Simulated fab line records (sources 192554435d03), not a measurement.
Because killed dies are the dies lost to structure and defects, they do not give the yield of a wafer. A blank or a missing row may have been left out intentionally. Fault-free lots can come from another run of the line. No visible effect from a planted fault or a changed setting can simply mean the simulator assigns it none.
Chamber matching || flow n5 finfet || rie diel-05 running N5_MOL_CONTACT_COAG_ETCHBACK_136: 4 sister chambers
The step etches SiO2 in CHF3, target depth 25 nm, time 16.7 s. 24 wafers are shown with their chamber, then 12 later ones without.

== WAFERS PAIRED WITH THEIR CHAMBERS ==
{"wafer": "L076.1", "chamber": 1, "showerhead plenum p Torr (Torr)": 2.47, "rf vpp V (V)": 525, "drypump motor current A (A)": 6.1}
{"wafer": "L076.4", "chamber": 1, "showerhead plenum p Torr (Torr)": 2.47, "rf vpp V (V)": 525, "drypump motor current A (A)": 6.2}
{"wafer": "L076.6", "chamber": 0, "showerhead plenum p Torr (Torr)": 2.46, "rf vpp V (V)": 486, "drypump motor current A (A)": 5.1}
{"wafer": "L077.2", "chamber": 2, "showerhead plenum p Torr (Torr)": 2.18, "rf vpp V (V)": 525, "drypump motor current A (A)": 5.4}
{"wafer": "L077.3", "chamber": 0, "showerhead plenum p Torr (Torr)": 2.46, "rf vpp V (V)": 486, "drypump motor current A (A)": 5.1}
{"wafer": "L077.4", "chamber": 1, "showerhead plenum p Torr (Torr)": 2.47, "rf vpp V (V)": 524, "drypump motor current A (A)": 6.1}
{"wafer": "L080.1", "chamber": 1, "showerhead plenum p Torr (Torr)": 2.47, "rf vpp V (V)": 524, "drypump motor current A (A)": 6.2}
{"wafer": "L080.2", "chamber": 2, "showerhead plenum p Torr (Torr)": 2.18, "rf vpp V (V)": 525, "drypump motor current A (A)": 5.5}
{"wafer": "L080.3", "chamber": 3, "showerhead plenum p Torr (Torr)": 2.36, "rf vpp V (V)": 510, "drypump motor current A (A)": 5.5}
{"wafer": "L081.2", "chamber": 3, "showerhead plenum p Torr (Torr)": 2.36, "rf vpp V (V)": 510, "drypump motor current A (A)": 5.5}
{"wafer": "L081.4", "chamber": 3, "showerhead plenum p Torr (Torr)": 2.36, "rf vpp V (V)": 511, "drypump motor current A (A)": 5.5}
{"wafer": "L081.6", "chamber": 1, "showerhead plenum p Torr (Torr)": 2.47, "rf vpp V (V)": 526, "drypump motor current A (A)": 6.1}
{"wafer": "L082.2", "chamber": 3, "showerhead plenum p Torr (Torr)": 2.36, "rf vpp V (V)": 510, "drypump motor current A (A)": 5.5}
{"wafer": "L082.3", "chamber": 1, "showerhead plenum p Torr (Torr)": 2.47, "rf vpp V (V)": 525, "drypump motor current A (A)": 6.1}
{"wafer": "L082.6", "chamber": 2, "showerhead plenum p Torr (Torr)": 2.18, "rf vpp V (V)": 524, "drypump motor current A (A)": 5.5}
{"wafer": "L083.1", "chamber": 3, "showerhead plenum p Torr (Torr)": 2.36, "rf vpp V (V)": 511, "drypump motor current A (A)": 5.5}
{"wafer": "L083.3", "chamber": 1, "showerhead plenum p Torr (Torr)": 2.47, "rf vpp V (V)": 525, "drypump motor current A (A)": 6.1}
{"wafer": "L083.6", "chamber": 2, "showerhead plenum p Torr (Torr)": 2.18, "rf vpp V (V)": 524, "drypump motor current A (A)": 5.5}
{"wafer": "L085.4", "chamber": 2, "showerhead plenum p Torr (Torr)": 2.18, "rf vpp V (V)": 525, "drypump motor current A (A)": 5.4}
{"wafer": "L085.5", "chamber": 1, "showerhead plenum p Torr (Torr)": 2.46, "rf vpp V (V)": 524, "drypump motor current A (A)": 6.1}
{"wafer": "L085.6", "chamber": 2, "showerhead plenum p Torr (Torr)": 2.18, "rf vpp V (V)": 525, "drypump motor current A (A)": 5.5}
{"wafer": "L088.1", "chamber": 2, "showerhead plenum p Torr (Torr)": 2.17, "rf vpp V (V)": 525, "drypump motor current A (A)": 5.5}
{"wafer": "L088.2", "chamber": 0, "showerhead plenum p Torr (Torr)": 2.46, "rf vpp V (V)": 486, "drypump motor current A (A)": 5.1}
{"wafer": "L088.3", "chamber": 1, "showerhead plenum p Torr (Torr)": 2.46, "rf vpp V (V)": 525, "drypump motor current A (A)": 6.1}

SIGNATURES, as means of the wafers listed above
{"reading": "showerhead plenum p Torr", "chamber 0": 2.4600, "chamber 1": 2.4678, "chamber 2": 2.1786, "chamber 3": 2.3600, "scatter within a chamber": 0.00347}
{"reading": "rf vpp V", "chamber 0": 486.00, "chamber 1": 524.78, "chamber 2": 524.71, "chamber 3": 510.40, "scatter within a chamber": 0.556}
{"reading": "drypump motor current A", "chamber 0": 5.100, "chamber 1": 6.122, "chamber 2": 5.471, "chamber 3": 5.500, "scatter within a chamber": 0.0386}
Rule: for each reading, subtract the chamber's mean from the wafer's reading, divide by that reading's scatter and square the result; add these up over the readings and take the root, which gives the wafer's distance from the chamber. The wafer belongs to the nearest chamber; if the next one is less than 2 further off, it can't be placed. The scatter is the square root of a quotient: the sum, over the shown wafers, of each reading's squared deviation from its chamber's mean, divided by wafers minus chambers.

== WAFERS MISSING THEIR CHAMBER ==
{"wafer": "L090.2", "showerhead plenum p Torr (Torr)": 2.45, "rf vpp V (V)": 487, "drypump motor current A (A)": 5.1}
{"wafer": "L090.3", "showerhead plenum p Torr (Torr)": 2.46, "rf vpp V (V)": 521, "drypump motor current A (A)": 6.2}
{"wafer": "L090.5", "showerhead plenum p Torr (Torr)": 2.45, "rf vpp V (V)": 488, "drypump motor current A (A)": 5.1}
{"wafer": "L091.3", "showerhead plenum p Torr (Torr)": 2.17, "rf vpp V (V)": 525, "drypump motor current A (A)": 5.5}
{"wafer": "L091.4", "showerhead plenum p Torr (Torr)": 2.35, "rf vpp V (V)": 508, "drypump motor current A (A)": 5.5}
{"wafer": "L091.6", "showerhead plenum p Torr (Torr)": 2.46, "rf vpp V (V)": 524, "drypump motor current A (A)": 6.1}
{"wafer": "L095.3", "showerhead plenum p Torr (Torr)": 2.45, "rf vpp V (V)": 487, "drypump motor current A (A)": 5.1}
{"wafer": "L095.5", "showerhead plenum p Torr (Torr)": 2.45, "rf vpp V (V)": 487, "drypump motor current A (A)": 5.1}
{"wafer": "L095.6", "showerhead plenum p Torr (Torr)": 2.45, "rf vpp V (V)": 523, "drypump motor current A (A)": 6.1}
{"wafer": "L096.2", "showerhead plenum p Torr (Torr)": 2.45, "rf vpp V (V)": 486, "drypump motor current A (A)": 5.1}
{"wafer": "L096.3", "showerhead plenum p Torr (Torr)": 2.45, "rf vpp V (V)": 524, "drypump motor current A (A)": 6.2}
{"wafer": "L096.5", "showerhead plenum p Torr (Torr)": 2.35, "rf vpp V (V)": 509, "drypump motor current A (A)": 5.6}

== CHAMBER TAKEN BY EACH ==
{"wafer": "L090.2", "from the rows above": 0, "in truth": 0}
{"wafer": "L090.3", "from the rows above": 1, "in truth": 1}
{"wafer": "L090.5", "from the rows above": 0, "in truth": 0}
{"wafer": "L091.3", "from the rows above": 2, "in truth": 2}
{"wafer": "L091.4", "from the rows above": 3, "in truth": 3}
{"wafer": "L091.6", "from the rows above": 1, "in truth": 1}
{"wafer": "L095.3", "from the rows above": 0, "in truth": 0}
{"wafer": "L095.5", "from the rows above": 0, "in truth": 0}
{"wafer": "L095.6", "from the rows above": 1, "in truth": 1}
{"wafer": "L096.2", "from the rows above": 0, "in truth": 0}
{"wafer": "L096.3", "from the rows above": 1, "in truth": 1}
{"wafer": "L096.5", "from the rows above": 3, "in truth": 3}
Correctly placed: 12 of 12. Left unplaced by these rows: 0. Number placed wrongly: 0.
